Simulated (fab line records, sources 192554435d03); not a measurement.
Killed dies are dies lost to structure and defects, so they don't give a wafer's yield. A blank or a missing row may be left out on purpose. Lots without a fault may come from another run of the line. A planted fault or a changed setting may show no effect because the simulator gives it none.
Problem report in the 8D (eight disciplines) form, filled by code | flow n5_finfet | the parts of the form that need people (team, actions taken, sign-off) are left out

1. THE PROBLEM
spin_speed_rpm at N5_BEOL_M11_COAT_59 reads a mean of 1640.4 rpm on 6 wafers of 2 lots; wafers without a fault read 1500.1 rpm with a standard deviation of 1.2. That is +99 or more standard deviations from the usual mean.
The step: time 60 s, resist thk 100 nm.
First seen on wafer L241.1, day 11 13:52, on litho_track-04. The record holds 12 wafers of 4 lots with a number at this step. Rule for "out", or "out of limits": more than 4 standard deviations from the usual mean. The other wafers with a number count as sound.

2. WHAT IT IS AND WHAT IT IS NOT
question                    | is                     | is not
which readings at this step | spin_speed_rpm         | chill_plate_temp_C, heater_power_total_W
which lots                  | L241, L247             | L242, L254
which wafers of those lots  | all that have a number | -
read on which tools         | litho_track-04         | litho_track-03
when                        | from day 11 13:52      | up to then (3 sound wafers); but 3 sound wafers of L254 came after

3. SUSPECTS, AND WHAT RULES EACH OUT
Counting: a tool at a process step up to the reading stays a suspect if it ran every lot that is out and no sound lot after the first of them.
- litho_track-04 at N5_BEOL_M11_COAT_59 (time 60 s, resist thk 100 nm): kept. It ran every lot that is out, first L241 (day 11 13:52), and no sound lot after that; its last sound lot up to then is L242 (day 11 13:39). Its own readings are out on those wafers: spin_speed_rpm.
Left after counting: litho_track-04 at N5_BEOL_M11_COAT_59.

4. THE CAUSE (what the simulator had put in)
Process parameter drift: litho_track-04, from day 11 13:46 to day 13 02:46, at N5_BEOL_M11_COAT_59. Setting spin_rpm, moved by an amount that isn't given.
Counting left only this tool.

5. THE CHAIN OF EFFECTS, in route order
Each row: a reading whose mean over the struck wafers that have a number lies more than 3 standard deviations from the usual. Only readings for which the record gives a usual standard deviation are gone through. hours: the time from each lot's start at the first step in this table that gives one to its start at this step, as a median over the lots. sigmas: the change in usual standard deviations.
hours | step                | reading        | usual      | on struck wafers | change | sigmas
0     | N5_BEOL_M11_COAT_59 | spin_speed_rpm | 1500.1 rpm | 1640.4           | +140.3 | +99 or more
The process steps in it:
- N5_BEOL_M11_COAT_59: time 60 s, resist thk 100 nm.

6. WHAT WOULD HAVE CAUGHT IT SOONER
In this record the first reading out of limits was taken at day 11 13:52, 0 hours after the fault began at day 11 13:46.
